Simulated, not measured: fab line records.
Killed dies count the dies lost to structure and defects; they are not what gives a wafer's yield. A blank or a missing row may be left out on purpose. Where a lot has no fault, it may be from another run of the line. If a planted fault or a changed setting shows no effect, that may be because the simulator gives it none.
Chamber matching ; flow nand_harc ; 4 sister chambers for NHARC_A_CHANNEL_FILL_D1_CMP_10 on cmp-03
The step polishes, target thk 150 nm. 8 wafers are shown with their chamber, then 10 later ones without.

EACH WAFER AND ITS CHAMBER
wafer;chamber;motor_current_A (A);time_to_endpoint_s (s)
L083.5;3;9.9;18.2
L086.1;3;10.3;19.2
L086.2;2;11.3;16.6
L086.3;1;13.2;16.8
L087.5;1;12.8;16.0
L087.6;2;11.4;17.0
L089.3;0;13.6;15.4
L089.5;0;13.3;19.2

WAFERS MISSING THEIR CHAMBER
wafer;motor_current_A (A);time_to_endpoint_s (s)
L089.6;11.2;16.8
L090.1;13.6;14.9
L090.3;11.5;14.6
L090.5;13.0;12.9
L092.1;11.1;16.9
L092.2;10.6;17.8
L092.4;13.4;16.4
L097.1;13.5;14.0
L097.2;10.7;16.3
L097.4;11.1;12.8

CHAMBER TAKEN BY EACH
wafer;from the rows above;in truth
L089.6;2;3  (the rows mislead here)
L090.1;can't be placed: 0 or 1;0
L090.3;2;2
L090.5;can't be placed: 1 or 0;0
L092.1;2;2
L092.2;can't be placed: 3 or 2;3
L092.4;can't be placed: 0 or 1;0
L097.1;can't be placed: 0 or 1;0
L097.2;can't be placed: 2 or 3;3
L097.4;2;2
Correct placement for 3 of the 10. Cannot be placed on the basis of these rows: 6; the candidates contain the true chamber in 6. Wrongly placed: 1.
How it was worked out, from the rows above alone: a wafer's distance from a chamber is the root of the sum, over the readings, of the square of ((its reading less the chamber's mean) divided by the reading's scatter). If the next closest chamber is less than 2 further off than the closest, the wafer can't be placed; otherwise it belongs to the closest. For every chamber, the mean is computed from those of its wafers that are shown. How the scatter is found: for the shown wafers, subtract from each reading the mean of its chamber, square and add these, divide the total by (wafers less chambers), then take the root.
